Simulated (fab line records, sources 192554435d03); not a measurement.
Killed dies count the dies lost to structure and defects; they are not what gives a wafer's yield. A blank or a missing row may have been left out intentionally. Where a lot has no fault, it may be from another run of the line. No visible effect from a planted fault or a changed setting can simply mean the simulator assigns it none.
Code-filled problem report in 8D (eight disciplines) form    flow n5Finfet    the parts of the form that need people (team, actions taken, sign-off) are left out

== 1. WHAT WENT WRONG ==
trenchDepthNm at N5_BEOL_M3_OCD_MEAS_38 reads a mean of 61.7 nm on 1 wafer of 1 lot; wafers without a fault read 55.5 nm with a standard deviation of 0.84. That is +7.4 standard deviations from the usual mean.
The first sign was on wafer L379.2 at day 9 07:20, on ocd-01. Wafers with a number at this step in the record: 24, from 8 lots. By rule, "out" or "out of limits" means more than 4 standard deviations away from the usual mean. All remaining wafers that have a number are taken as sound.

== 2. WHAT IT IS AND WHAT IT IS NOT ==
question                     is                is not
which readings at this step  trenchDepthNm     -
which lots                   L379              L372, L373, L374, L375, L378, L393, L394
which wafers of those lots   L379.2            L379.3, L379.6
read on which gauges         ocd-01            ocd-02
when                         from day 9 07:20  up to then (17 sound wafers); but 6 sound wafers of L393, L394 came after

== 3. SUSPECTS, AND WHAT RULES EACH OUT ==
Counting: a tool at a process step up to the reading stays a suspect if it ran every lot that is out. Sound lots after the first of them don't rule it out here, since some wafers of a struck lot are sound.
- the gauge at N5_BEOL_M3_OCD_MEAS_38 is ruled out. All the wafers that are out were read on ocd-01, but those of them that N5_BEOL_M3_TRENCH_ETCH_37 has rows for are out there too, on other tools.
- rieDiel-06 at N5_BEOL_M3_STRIP_66 (strips in CF4): kept. It processed L379, the lot that is out, at day 9 05:00, and its most recent sound lot before then was L375 at day 8 05:07.
- aldSin-01 at N5_BEOL_M3_ALD_98 (deposits SiO2, target thk 2.5 nm, pulse time 1 s, co reactant pulse time 1 s): kept. It ran the lot that is out, L379 (day 9 05:57).
- rieDiel-02 at N5_BEOL_M3_VIA_ETCH_34 (etches the open film in C4F6/O2, target depth 69.4 nm, time 65.9 s): kept. It processed L379, the lot that is out, at day 9 07:05, and its most recent sound lot before then was L375 at day 8 10:05.
- rieDiel-02 at N5_BEOL_M3_TRENCH_ETCH_37 (etches SiOC in C4F6/O2, target depth 55.555 nm, time 29.2 s): kept. It processed L379, the lot that is out, at day 9 07:11, and its most recent sound lot before then was L375 at day 8 10:11. Out on those wafers are its own readings of oes_f_703_au, rfFwdPowerW, rfVppV.
- In rieDiel-02 at N5_BEOL_M3_VIA_ETCH_34, the wafers that are out were processed in chamber 1 and their sound lot-mates in chambers 0, 2.
- In rieDiel-02 at N5_BEOL_M3_TRENCH_ETCH_37, the wafers that are out were processed in chamber 1 and their sound lot-mates in chambers 0, 2.
Left after counting: rieDiel-06 at N5_BEOL_M3_STRIP_66, aldSin-01 at N5_BEOL_M3_ALD_98, rieDiel-02 at N5_BEOL_M3_VIA_ETCH_34, rieDiel-02 at N5_BEOL_M3_TRENCH_ETCH_37.

== 4. THE CAUSE (what the simulator had put in) ==
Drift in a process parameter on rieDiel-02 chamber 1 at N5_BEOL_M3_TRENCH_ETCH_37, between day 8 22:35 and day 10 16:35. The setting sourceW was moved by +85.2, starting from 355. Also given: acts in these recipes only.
After counting, 4 suspects remain, this tool included.

== 5. THE CHAIN OF EFFECTS, in route order ==
Rows list readings where the struck wafers' mean (over those with a number) sits beyond 3 standard deviations from the usual. Scope: only readings with a usual standard deviation given in the record; hours: median across lots of the time from each lot's start at the first step in this table that gives one to its start at this step; sigmas: change in usual standard deviations.
hours  step                       reading        usual      on struck wafers  change  sigmas
0      N5_BEOL_M3_TRENCH_ETCH_37  oes_f_703_au   0.81 a.u.  1.20              +0.39   +4.1
0      N5_BEOL_M3_TRENCH_ETCH_37  oes_o_777_au   0.81 a.u.  1.17              +0.36   +3.8
0      N5_BEOL_M3_TRENCH_ETCH_37  rfFwdPowerW    349.6 W    434.8             +85.2   +53
0      N5_BEOL_M3_TRENCH_ETCH_37  rfVppV         663 V      590               -73     -12
0      N5_BEOL_M3_OCD_MEAS_38     trenchDepthNm  55.5 nm    61.7              +6.2    +7.4
It contains these process steps:
- N5_BEOL_M3_TRENCH_ETCH_37: etches SiOC in C4F6/O2, target depth 55.555 nm, time 29.2 s.
Later measuring or inspecting steps at which every struck wafer that the step has a row for has a number for every such reading, and none has moved that far: N5_BEOL_M4_RC_MEAS_101.

== 6. HOW IT WOULD HAVE BEEN CAUGHT EARLIER ==
The first out-of-limits reading at a measuring or inspecting step in this record came at day 9 07:20, 9 hours after the fault's start at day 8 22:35.
At N5_BEOL_M3_TRENCH_ETCH_37, the tool's own readings (oes_f_703_au, rfFwdPowerW, rfVppV) were out on each struck wafer the step has a row for, so an alarm limit on them would have fired on the first such wafer.
Each of the lots that are out, 1 in all, had begun N5_BEOL_M3_TRENCH_ETCH_37 on rieDiel-02 no later than day 9 07:20. None of them would have been spared by holding the tool at that moment.
